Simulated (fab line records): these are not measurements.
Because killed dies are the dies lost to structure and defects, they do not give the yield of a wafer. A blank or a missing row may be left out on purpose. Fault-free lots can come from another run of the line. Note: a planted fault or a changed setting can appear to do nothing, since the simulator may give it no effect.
fab line records -- flow n5-finfet
record: lots: 15, wafers: 45, last-day: 18
route steps=1938 shown MOL_CONTACT_COAG@548
lots untouched by any fault: they come from a run of this same line in which no faults occurred
start-h: hours from the record's opening day to when the first of the lot's shown wafers began -- wait-h: how many hours have passed since the lot's step before this one -- " as in the row above -- L1.1+2: a single row standing in for several wafers -- - value missing, or start not given -- * or withheld: withheld -- < > ~ a bound
route shown NAME@n: a module of which the file shows steps, and the number in the route of the first -- usual: mean and standard deviation over wafers with no fault -- same: alike in all rows -- chamber/n: place in a boat -- sites: per-site readings -- _std_site: standard deviation of those values -- _edge_site: outer sites' mean less inner sites' -- radius-mm: for every site, how far away it sits from the centre of the wafer -- mask NAME#n: copy n -- behind: the last tool/chamber to shape the wafer -- hold: the reason the lot was held/the length of the hold in hours/how it ended -- device: which transistor (n, p or np) failed to switch -- end of line: at the end of the route, the tests of the same wafers -- a step without rows: its recipe alone -- killed: not the wafer's yield, but the dies lost to structure and defects at the first sort -- map: per-die view of a wafer (x killed, . not killed, _ where there is no die)
set.NAME: the setting that was run; set.NAME@STEP: the one run at that earlier step -- model.NAME: the simulator's own value behind a step, which no gauge read
route steps across a sampled set of lots; one table per step, one row per wafer
services: a tool's chamber out of use, with start hour (start-h, from the record's first day; less than 0 if before it), hours out, and reason
== steps ==
step: N5_MOL_CONTACT_COAG_CO_FILL_22
recipe: material: Co, target-thk-a: 200, temp-c: 200, precursor: CCTBA/H2, pressure-torr: 30
usual: heater-power-w: 226/17
lot.wafer,tool,chamber,start-h,wait-h,heater-power-w,since-wet-clean-h
L955.4,cvd-co-01,0,90.53,0.4,221,-
L955.5,cvd-co-01,1,90.53,0.4,219,-
L955.6,cvd-co-01,2,90.53,0.4,195,-
L956.2,cvd-co-01,0,97.63,0.1,217,858
L956.4,cvd-co-01,2,97.63,0.1,194,-
L956.6,cvd-co-01,0,97.63,0.1,220,-
L957.1,cvd-co-02,2,102.27,0.1,222,184
L957.2,cvd-co-02,0,102.27,0.1,231,644
L957.5,cvd-co-02,1,102.27,0.1,246,-
L959.2,cvd-co-02,0,113.25,0.1,240,655
L959.4,cvd-co-02,2,113.25,0.1,221,-
L959.5,cvd-co-02,0,113.25,0.1,233,-
L961.1,cvd-co-02,2,132.20,0.1,220,214
L961.3,cvd-co-02,1,132.20,0.1,254,1111
L961.6,cvd-co-02,2,132.20,0.1,222,-
L963.2,cvd-co-02,1,140.37,0.1,254,1119
L963.3,cvd-co-02,2,140.37,0.1,223,223
L963.5,cvd-co-02,0,140.37,0.1,232,-
L964.1,cvd-co-02,1,144.53,0.1,247,1123
L964.5,cvd-co-02,2,144.53,0.1,218,-
L964.6,cvd-co-02,0,144.53,0.1,231,-
L965.1,cvd-co-01,1,150.63,0.1,218,14
L965.3,cvd-co-01,0,150.63,0.1,225,911
L965.6,cvd-co-01,1,150.63,0.1,215,-
L966.1,cvd-co-02,1,156.26,0.1,258,1135
L966.2,cvd-co-02,2,156.26,0.1,217,238
L966.6,cvd-co-02,2,156.26,0.1,217,-
L968.3,cvd-co-02,1,175.59,0.1,250,1154
L968.5,cvd-co-02,2,175.59,0.1,223,-
L968.6,cvd-co-02,1,175.59,0.1,250,-
L972.3,cvd-co-02,0,190.85,0.1,233,732
L972.5,cvd-co-02,1,190.85,0.1,260,-
L972.6,cvd-co-02,0,190.85,0.1,231,-
L973.2,cvd-co-02,1,200.57,0.1,260,1179
L973.5,cvd-co-02,0,200.57,0.1,241,-
L973.6,cvd-co-02,1,200.57,0.1,249,-
L974.1,cvd-co-01,1,202.83,0.1,209,66
L974.4,cvd-co-01,2,202.83,0.1,198,-
L974.5,cvd-co-01,2,202.83,0.1,201,-
L976.2,cvd-co-01,0,215.43,0.1,213,976
L976.3,cvd-co-01,2,215.43,0.1,197,516
L976.5,cvd-co-01,2,215.43,0.1,198,-
L977.1,cvd-co-01,0,228.59,0.1,221,989
L977.3,cvd-co-01,1,228.59,0.1,220,92
L977.5,cvd-co-01,2,228.59,0.1,199,-
step: N5_MOL_CONTACT_COAG_ANNEAL_113
recipe: temp-c: 400, time-s: 300, ambient: H2/N2
usual: lamp-power-pct: 2.74/0.057, lamp_zone_1_pct: 2.74/0.057, wafer_temp_C_max: 401.8/0.58
lot.wafer,tool,chamber,start-h,wait-h,lamp-power-pct,lamp_zone_1_pct,wafer_temp_C_max
L955.4,rtp-anneal-02,0,91.31,0.5,2.80,2.80,402.5
L955.5,rtp-anneal-02,0,91.31,0.5,2.80,2.80,402.2
L955.6,rtp-anneal-02,0,91.31,0.5,2.80,2.80,402.2
L956.2,rtp-anneal-01,0,98.39,0.5,2.68,2.69,401.4
L956.4,rtp-anneal-01,0,98.39,0.5,2.69,2.69,401.1
L956.6,rtp-anneal-01,0,98.39,0.5,2.68,2.69,401.2
L957.1,rtp-anneal-01,0,102.89,0.3,2.68,2.68,401.4
L957.2,rtp-anneal-01,0,102.89,0.3,2.68,2.68,401.1
L957.5,rtp-anneal-01,0,102.89,0.3,2.68,2.69,401.8
L959.2,rtp-anneal-02,0,114.01,0.5,2.80,2.80,402.5
L959.4,rtp-anneal-02,0,114.01,0.5,2.80,2.80,402.9
L959.5,rtp-anneal-02,0,114.01,0.5,2.80,2.80,401.7
L961.1,rtp-anneal-01,0,132.82,0.3,2.68,2.68,401.0
L961.3,rtp-anneal-01,0,132.82,0.3,2.69,2.69,401.3
L961.6,rtp-anneal-01,0,132.82,0.3,2.68,2.69,401.9
L963.2,rtp-anneal-01,0,141.21,0.5,2.68,2.68,401.7
L963.3,rtp-anneal-01,0,141.21,0.5,2.68,2.69,401.4
L963.5,rtp-anneal-01,0,141.21,0.5,2.69,2.68,400.8
L964.1,rtp-anneal-01,0,145.37,0.6,2.69,2.68,401.5
L964.5,rtp-anneal-01,0,145.37,0.6,2.68,2.68,401.6
L964.6,rtp-anneal-01,0,145.37,0.6,2.69,2.68,402.0
L965.1,rtp-anneal-02,0,151.29,0.4,2.80,2.80,401.4
L965.3,rtp-anneal-02,0,151.29,0.4,2.80,2.80,401.6
L965.6,rtp-anneal-02,0,151.29,0.4,2.80,2.80,402.6
L966.1,rtp-anneal-01,0,156.87,0.3,2.69,2.68,401.5
L966.2,rtp-anneal-01,0,156.87,0.3,2.68,2.68,401.4
L966.6,rtp-anneal-01,0,156.87,0.3,2.68,2.69,401.3
L968.3,rtp-anneal-02,0,176.51,0.6,2.80,2.80,402.3
L968.5,rtp-anneal-02,0,176.51,0.6,2.80,2.79,402.3
L968.6,rtp-anneal-02,0,176.51,0.6,2.80,2.80,402.0
L972.3,rtp-anneal-01,0,191.77,0.6,2.68,2.69,401.7
L972.5,rtp-anneal-01,0,191.77,0.6,2.68,2.69,401.2
L972.6,rtp-anneal-01,0,191.77,0.6,2.69,2.68,401.3
L973.2,rtp-anneal-01,0,201.34,0.5,2.69,2.69,401.2
L973.5,rtp-anneal-01,0,201.34,0.5,2.68,2.68,401.3
L973.6,rtp-anneal-01,0,201.34,0.5,2.69,2.69,401.9
L974.1,rtp-anneal-02,0,203.87,0.8,2.80,2.80,402.7
L974.4,rtp-anneal-02,0,203.87,0.8,2.80,2.80,401.9
L974.5,rtp-anneal-02,0,203.87,0.8,2.80,2.80,403.4
L976.2,rtp-anneal-02,0,216.23,0.5,2.80,2.80,401.6
L976.3,rtp-anneal-02,0,216.23,0.5,2.80,2.80,401.9
L976.5,rtp-anneal-02,0,216.23,0.5,2.80,2.80,401.5
L977.1,rtp-anneal-02,0,229.20,0.3,2.80,2.80,401.8
L977.3,rtp-anneal-02,0,229.20,0.3,2.79,2.80,403.4
L977.5,rtp-anneal-02,0,229.20,0.3,2.80,2.80,402.3
step: N5_MOL_CONTACT_COAG_PRE_CLEAN_142
recipe: gas: H2/He, time-s: 60, temp-c: 300
usual: heater-power-w: 481/48
lot.wafer,tool,chamber,start-h,wait-h,heater-power-w
L955.4,pvd-sputter-02,-,93.13,1.7,437
L955.5,pvd-sputter-02,-,93.13,1.7,570
L955.6,pvd-sputter-02,-,93.13,1.7,384
L956.2,pvd-sputter-01,-,100.12,1.6,523
L956.4,pvd-sputter-01,-,100.12,1.6,468
L956.6,pvd-sputter-01,-,100.12,1.6,481
L957.1,pvd-sputter-03,-,106.89,3.9,431
L957.2,pvd-sputter-03,-,106.89,3.9,442
L957.5,pvd-sputter-03,-,106.89,3.9,524
L959.2,pvd-sputter-03,-,115.36,1.2,439
L959.4,pvd-sputter-03,-,115.36,1.2,528
L959.5,pvd-sputter-03,-,115.36,1.2,454
L961.1,pvd-sputter-03,-,134.04,1.1,443
L961.3,pvd-sputter-03,-,134.04,1.1,431
L961.6,pvd-sputter-03,-,134.04,1.1,439
L963.2,pvd-sputter-03,-,143.15,1.8,445
L963.3,pvd-sputter-03,-,143.15,1.8,530
L963.5,pvd-sputter-03,-,143.15,1.8,436
L964.1,pvd-sputter-02,-,149.42,3.9,432
L964.5,pvd-sputter-02,-,149.42,3.9,459
L964.6,pvd-sputter-02,-,149.42,3.9,367
L965.1,pvd-sputter-01,-,152.91,1.5,476
L965.3,pvd-sputter-01,-,152.91,1.5,541
L965.6,pvd-sputter-01,-,152.91,1.5,538
L966.1,pvd-sputter-02,-,159.06,2.0,368
L966.2,pvd-sputter-02,-,159.06,2.0,552
L966.6,pvd-sputter-02,-,159.06,2.0,382
L968.3,pvd-sputter-01,-,179.43,2.8,536
L968.5,pvd-sputter-01,-,179.43,2.8,489
L968.6,pvd-sputter-01,-,179.43,2.8,539
L972.3,pvd-sputter-01,-,192.95,1.0,471
L972.5,pvd-sputter-01,-,192.95,1.0,488
L972.6,pvd-sputter-01,-,192.95,1.0,529
L973.2,pvd-sputter-01,-,202.75,1.3,522
L973.5,pvd-sputter-01,-,202.75,1.3,498
L973.6,pvd-sputter-01,-,202.75,1.3,493
L974.1,pvd-sputter-03,-,205.36,1.3,526
L974.4,pvd-sputter-03,-,205.36,1.3,447
L974.5,pvd-sputter-03,-,205.36,1.3,525
L976.2,pvd-sputter-02,-,218.51,2.1,389
L976.3,pvd-sputter-02,-,218.51,2.1,453
L976.5,pvd-sputter-02,-,218.51,2.1,459
L977.1,pvd-sputter-03,-,231.96,2.6,527
L977.3,pvd-sputter-03,-,231.96,2.6,429
L977.5,pvd-sputter-03,-,231.96,2.6,451
step: N5_MOL_CONTACT_COAG_DEVELOP_83
recipe: develop-time-s: 30, developer: TMAH, resist: CAR-EUV, rinse-liquid: surfactant-rinse, dry: air-spin, dev-temp-c: 23
usual: chill-plate-temp-C: 22.98/0.1, develop-time-s: 30/0
lot.wafer,tool,chamber,start-h,wait-h,chill-plate-temp-C,develop-time-s
L955.4,litho-track-02,0,97.55,-,23.18,30
L955.5,litho-track-02,0,97.55,-,23.11,30
L955.6,litho-track-02,0,97.55,-,23.06,30
L956.2,litho-track-05,0,105.22,-,23.18,30
L956.4,litho-track-05,0,105.22,-,23.26,30
L956.6,litho-track-05,0,105.22,-,23.11,30
L957.1,litho-track-01,0,111.78,-,22.97,30
L957.2,litho-track-01,0,111.78,-,22.93,30
L957.5,litho-track-01,0,111.78,-,22.84,30
L959.2,litho-track-02,0,119.69,-,22.98,30
L959.4,litho-track-02,0,119.69,-,22.98,30
L959.5,litho-track-02,0,119.69,-,22.93,30
L961.1,litho-track-05,0,137.91,-,22.85,30
L961.3,litho-track-05,0,137.91,-,23.00,30
L961.6,litho-track-05,0,137.91,-,22.92,30
L963.2,litho-track-05,0,147.06,-,22.85,30
L963.3,litho-track-05,0,147.06,-,22.81,30
L963.5,litho-track-05,0,147.06,-,22.97,30
L964.1,litho-track-05,-,153.34,-,-,-
L964.5,litho-track-05,-,153.34,-,-,-
L964.6,litho-track-05,-,153.34,-,-,-
L965.1,litho-track-01,-,156.78,-,-,-
L965.3,litho-track-01,-,156.78,-,-,-
L965.6,litho-track-01,-,156.78,-,-,-
L966.1,litho-track-05,-,163.31,-,-,-
L966.2,litho-track-05,-,163.31,-,-,-
L966.6,litho-track-05,-,163.31,-,-,-
L968.3,litho-track-01,0,185.55,-,22.96,30
L968.5,litho-track-01,0,185.55,-,22.98,30
L968.6,litho-track-01,0,185.55,-,23.11,30
L972.3,litho-track-02,0,197.42,-,22.92,30
L972.5,litho-track-02,0,197.42,-,23.06,30
L972.6,litho-track-02,0,197.42,-,23.02,30
L973.2,litho-track-01,0,206.77,-,23.21,30
L973.5,litho-track-01,0,206.77,-,23.10,30
L973.6,litho-track-01,0,206.77,-,23.06,30
L974.1,litho-track-01,0,209.89,-,22.93,30
L974.4,litho-track-01,0,209.89,-,22.89,30
L974.5,litho-track-01,0,209.89,-,22.93,30
L976.2,litho-track-02,0,222.45,-,22.69,30
L976.3,litho-track-02,0,222.45,-,22.75,30
L976.5,litho-track-02,0,222.45,-,22.73,30
L977.1,litho-track-05,0,236.21,-,22.94,30
L977.3,litho-track-05,0,236.21,-,22.94,30
L977.5,litho-track-05,0,236.21,-,22.91,30
== services ==
tool,chamber,start-h,hours,kind
pvd-sputter-01,-,103.02,8.4,repair
cvd-co-01,1,114.67,-,clean
cvd-co-01,1,114.67,22.0,scheduled-down
cvd-co-01,1,114.67,22.0,vent-cycle
pvd-sputter-01,-,119.50,1.5,repair
cvd-co-01,0,127.72,16.8,repair
rtp-anneal-02,-,138.40,7.0,pm
cvd-co-02,-,157.45,0.8,repair
cvd-co-01,0,186.88,23.8,repair
rtp-anneal-01,-,213.20,3.0,pm
cvd-co-02,-,222.41,14.6,pm
== key ==
first-sign: step: N5_MOL_CONTACT_COAG_DEVELOP_83, reading: tool-record, direction: missing
effect none on later readings
met-at N5_MOL_CONTACT_COAG_DEVELOP_83
struck-lots L964,L965,L966
later-rows-left-out L964.1,L964.5,L964.6,L965.1,L965.3,L965.6,L966.1,L966.2,L966.6
sort-left-out L964.1,L964.5,L964.6,L965.1,L965.3,L965.6,L966.1,L966.2,L966.6
not-acting-at N5_MOL_CONTACT_COAG_CO_FILL_22,N5_MOL_CONTACT_COAG_ANNEAL_113,N5_MOL_CONTACT_COAG_PRE_CLEAN_142
onset-between 147.06 153.34
fault: kind: skipped-step-whole, tool: litho-track-01,litho-track-05, chamber: -, onset-h: 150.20, steps: N5_MOL_CONTACT_COAG_DEVELOP_83, scope: struck-lots-only
sort-left-out: the simulated sort isn't trusted on such a fault, so these wafers' sort isn't shown, and their yield isn't known
later-rows-left-out: the simulator's readings of these wafers behind a module that went badly wrong aren't trusted and aren't shown, but for the sort
